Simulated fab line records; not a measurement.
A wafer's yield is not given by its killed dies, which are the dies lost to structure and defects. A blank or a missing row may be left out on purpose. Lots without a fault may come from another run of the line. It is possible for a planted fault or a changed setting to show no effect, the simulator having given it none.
Matching of chambers -- flow nandHarc -- NHARC_A_CHANNEL_FILL_D1_ALD_14 on aldHk-02 has 4 sister chambers
The step deposits SiO2, target thk 2.5 nm, pulse time 10 s, ald cycles 25. 18 wafers are shown with their chamber, then 9 later ones without.

WAFERS PAIRED WITH THEIR CHAMBERS
wafer,chamber,heaterPowerW (W),precursorPulseHeightRel
L076.2,1,478,0.989
L076.5,3,475,0.988
L076.6,0,496,1.018
L084.1,1,479,1.002
L084.2,3,480,0.987
L084.5,0,502,0.985
L086.1,2,457,0.992
L086.4,3,485,0.994
L086.6,0,500,1.038
L088.4,2,464,1.012
L088.5,0,493,1.002
L088.6,1,478,0.977
L089.1,1,477,0.988
L089.2,3,483,1.005
L089.4,2,464,0.977
L090.3,1,467,0.989
L090.4,3,458,0.976
L090.5,1,478,0.984

SIGNATURES, as means of the wafers listed above
reading,chamber 0,chamber 1,chamber 2,chamber 3,scatter within a chamber
heaterPowerW,497.75,476.17,461.67,476.20,6.84
precursorPulseHeightRel,1.01075,0.98817,0.99367,0.99000,0.0145
Rule: a wafer lies at a distance from a chamber equal to the root of the sum of squares, over the readings, of (its reading less the chamber's mean, divided by the reading's scatter). The wafer belongs to the nearest chamber; if the next one is less than 2 further off, it can't be placed. The scatter is the square root of a quotient: the sum, over the shown wafers, of each reading's squared deviation from its chamber's mean, divided by wafers minus chambers.

WAFERS WHOSE CHAMBER IS MISSING
wafer,heaterPowerW (W),precursorPulseHeightRel
L091.1,464,1.008
L091.4,457,0.991
L091.5,491,0.991
L092.1,499,0.987
L092.2,483,1.023
L092.3,452,1.003
L095.2,439,1.030
L095.4,494,0.996
L095.6,486,0.986

CHAMBER TAKEN BY EACH
wafer,from the rows above,in truth
L091.1,can't be placed: 2 or 3 or 1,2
L091.4,2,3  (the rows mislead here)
L091.5,can't be placed: 0 or 3 or 1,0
L092.1,can't be placed: 0 or 1 or 3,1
L092.2,can't be placed: 0 or 3 or 1 or 2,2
L092.3,2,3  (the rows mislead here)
L095.2,can't be placed: 2 or 3 or 1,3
L095.4,can't be placed: 0 or 3 or 1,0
L095.6,can't be placed: 1 or 3 or 0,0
0 of 9 placed correctly. Unplaceable from these rows: 7, with the true chamber sitting among the candidates in 7. Wrongly placed: 2.
